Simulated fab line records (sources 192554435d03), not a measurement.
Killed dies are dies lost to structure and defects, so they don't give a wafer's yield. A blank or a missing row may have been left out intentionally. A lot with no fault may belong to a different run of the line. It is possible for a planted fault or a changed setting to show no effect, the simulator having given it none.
Split-lot experiment || flow n5Finfet || 21 wafers read from 7 lots, route of 1938 steps

## ABOUT THE SPLIT
At N5_FIN_CUT_ETCH_21 (etches SOC in N2/H2, target depth 219 nm, overetch 43.8 nm, time 523.5 s), the setting timeS was moved away from the recipe's 523.5 s on 9 of the 21 wafers read, by -12.8% to +19.4%. All remaining wafers had this setting at the recipe value.

The split's own step is where the reading is taken.

## THE READING
SiARC_of_FIN_CUT_COAT_19.thkNm (the simulator's own value, which no gauge read), in nm, at N5_FIN_CUT_ETCH_21 (etches SOC in N2/H2, target depth 219 nm, overetch 43.8 nm, time 523.5 s). No usual value for it is given in the file. Here, 12 wafers ran the recipe; their average is 11.9 nm with a standard deviation of 0.15 nm.

{"wafer": "L079.1", "tool, chamber at the split": "rieDiel-01, 3", "timeS as run, s": 523.5, "against the recipe": "recipe", "SiARC_of_FIN_CUT_COAT_19.thkNm, nm": 12.2, "against lot-mates on the recipe": "-"}
{"wafer": "L079.3", "tool, chamber at the split": "rieDiel-01, 2", "timeS as run, s": 523.5, "against the recipe": "recipe", "SiARC_of_FIN_CUT_COAT_19.thkNm, nm": 12, "against lot-mates on the recipe": "-"}
{"wafer": "L079.5", "tool, chamber at the split": "rieDiel-01, 2", "timeS as run, s": 523.5, "against the recipe": "recipe", "SiARC_of_FIN_CUT_COAT_19.thkNm, nm": 12, "against lot-mates on the recipe": "-"}
{"wafer": "L082.2", "tool, chamber at the split": "rieDiel-04, 0", "timeS as run, s": 624.9, "against the recipe": "+19.4%", "SiARC_of_FIN_CUT_COAT_19.thkNm, nm": 10.6, "against lot-mates on the recipe": "no lot-mate on the recipe"}
{"wafer": "L082.4", "tool, chamber at the split": "rieDiel-04, 1", "timeS as run, s": 624.9, "against the recipe": "+19.4%", "SiARC_of_FIN_CUT_COAT_19.thkNm, nm": 10.2, "against lot-mates on the recipe": "no lot-mate on the recipe"}
{"wafer": "L082.5", "tool, chamber at the split": "rieDiel-04, 2", "timeS as run, s": 624.9, "against the recipe": "+19.4%", "SiARC_of_FIN_CUT_COAT_19.thkNm, nm": 10.4, "against lot-mates on the recipe": "no lot-mate on the recipe"}
{"wafer": "L087.1", "tool, chamber at the split": "rieDiel-01, 2,1", "timeS as run, s": 523.5, "against the recipe": "recipe", "SiARC_of_FIN_CUT_COAT_19.thkNm, nm": 11.8, "against lot-mates on the recipe": "-"}
{"wafer": "L087.3", "tool, chamber at the split": "rieDiel-01, 2,1", "timeS as run, s": 523.5, "against the recipe": "recipe", "SiARC_of_FIN_CUT_COAT_19.thkNm, nm": 11.8, "against lot-mates on the recipe": "-"}
{"wafer": "L087.4", "tool, chamber at the split": "rieDiel-01, 3", "timeS as run, s": 523.5, "against the recipe": "recipe", "SiARC_of_FIN_CUT_COAT_19.thkNm, nm": 12, "against lot-mates on the recipe": "-"}
{"wafer": "L091.3", "tool, chamber at the split": "rieDiel-04, 1", "timeS as run, s": 523.5, "against the recipe": "recipe", "SiARC_of_FIN_CUT_COAT_19.thkNm, nm": 11.8, "against lot-mates on the recipe": "-"}
{"wafer": "L091.4", "tool, chamber at the split": "rieDiel-04, 3,1", "timeS as run, s": 456.5, "against the recipe": "-12.8%", "SiARC_of_FIN_CUT_COAT_19.thkNm, nm": 12.8, "against lot-mates on the recipe": "+1.0"}
{"wafer": "L091.5", "tool, chamber at the split": "rieDiel-04, 3,1", "timeS as run, s": 456.5, "against the recipe": "-12.8%", "SiARC_of_FIN_CUT_COAT_19.thkNm, nm": 12.8, "against lot-mates on the recipe": "+1.0"}
{"wafer": "L093.1", "tool, chamber at the split": "rieDiel-04, 1", "timeS as run, s": 523.5, "against the recipe": "recipe", "SiARC_of_FIN_CUT_COAT_19.thkNm, nm": 11.6, "against lot-mates on the recipe": "-"}
{"wafer": "L093.2", "tool, chamber at the split": "rieDiel-04, 3", "timeS as run, s": 491.7, "against the recipe": "-6.1%", "SiARC_of_FIN_CUT_COAT_19.thkNm, nm": 12.2, "against lot-mates on the recipe": "+0.5"}
{"wafer": "L093.4", "tool, chamber at the split": "rieDiel-04, 0", "timeS as run, s": 523.5, "against the recipe": "recipe", "SiARC_of_FIN_CUT_COAT_19.thkNm, nm": 11.8, "against lot-mates on the recipe": "-"}
{"wafer": "L094.1", "tool, chamber at the split": "rieDiel-01, 1,0", "timeS as run, s": 523.5, "against the recipe": "recipe", "SiARC_of_FIN_CUT_COAT_19.thkNm, nm": 12, "against lot-mates on the recipe": "-"}
{"wafer": "L094.2", "tool, chamber at the split": "rieDiel-01, 1,0", "timeS as run, s": 523.5, "against the recipe": "recipe", "SiARC_of_FIN_CUT_COAT_19.thkNm, nm": 12, "against lot-mates on the recipe": "-"}
{"wafer": "L094.6", "tool, chamber at the split": "rieDiel-01, 1", "timeS as run, s": 619.6, "against the recipe": "+18.4%", "SiARC_of_FIN_CUT_COAT_19.thkNm, nm": 10.4, "against lot-mates on the recipe": -1.6}
{"wafer": "L096.2", "tool, chamber at the split": "rieDiel-01, 1", "timeS as run, s": 523.5, "against the recipe": "recipe", "SiARC_of_FIN_CUT_COAT_19.thkNm, nm": 11.8, "against lot-mates on the recipe": "-"}
{"wafer": "L096.4", "tool, chamber at the split": "rieDiel-01, 0,2", "timeS as run, s": 465.7, "against the recipe": "-11.0%", "SiARC_of_FIN_CUT_COAT_19.thkNm, nm": 12.8, "against lot-mates on the recipe": "+1.0"}
{"wafer": "L096.5", "tool, chamber at the split": "rieDiel-01, 0,2", "timeS as run, s": 465.7, "against the recipe": "-11.0%", "SiARC_of_FIN_CUT_COAT_19.thkNm, nm": 12.8, "against lot-mates on the recipe": "+1.0"}
Where a row lists several chambers, the file gives one row for several wafers and doesn't say which wafer went through which chamber.

THE FIT
A straight line over all 21 wafers: SiARC_of_FIN_CUT_COAT_19.thkNm changes by -0.0768 nm for each +1% of timeS; r = -0.98; the points scatter about the line by 0.15 nm.
The same after taking each lot's own level away (the mean of its wafers on the recipe; 18 wafers): -0.0849 nm for each +1%; r = -0.99; scatter 0.078 nm.
The reading moves by 1.6 nm for the largest change in timeS, on that fit.
From 11.70 to 12.07 nm: that is the span of the lots' own levels, equal to 2.4 times the standard deviation above.
The two slopes are in agreement: the lot-to-lot level therefore moves the slope only a little.
Check: -1.53 nm against its lot-mates is what the line predicts for one of the wafers moved furthest among these (+18.4%) when that wafer is left out of the fit. It came out at -1.6 nm against them.

## THE OTHER SPLITS THESE WAFERS WENT THROUGH
Note: prior to the reading, these wafers also went through further splits. Each is held against what the fit with the lots' levels taken away leaves over:
{"other split on the same wafers": "N5_WELL_APT_EXPOSE_22 doseMj", "wafers away from the commonest value": 7, "r with SiARC_of_FIN_CUT_COAT_19.thkNm (lot level and that fit taken away)": -0.04}
{"other split on the same wafers": "N5_WELL_APT_PEB_23 pebTimeS", "wafers away from the commonest value": 10, "r with SiARC_of_FIN_CUT_COAT_19.thkNm (lot level and that fit taken away)": "+0.20"}
{"other split on the same wafers": "N5_PMOS_HMC_CHANNEL_EPI_HM_DEP_34 timeS", "wafers away from the commonest value": 11, "r with SiARC_of_FIN_CUT_COAT_19.thkNm (lot level and that fit taken away)": -0.23}

## THE FILE'S OWN FIT
SiARC_of_FIN_CUT_COAT_19.thkNm changes by -0.0853 nm for each +1% of timeS, r = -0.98.
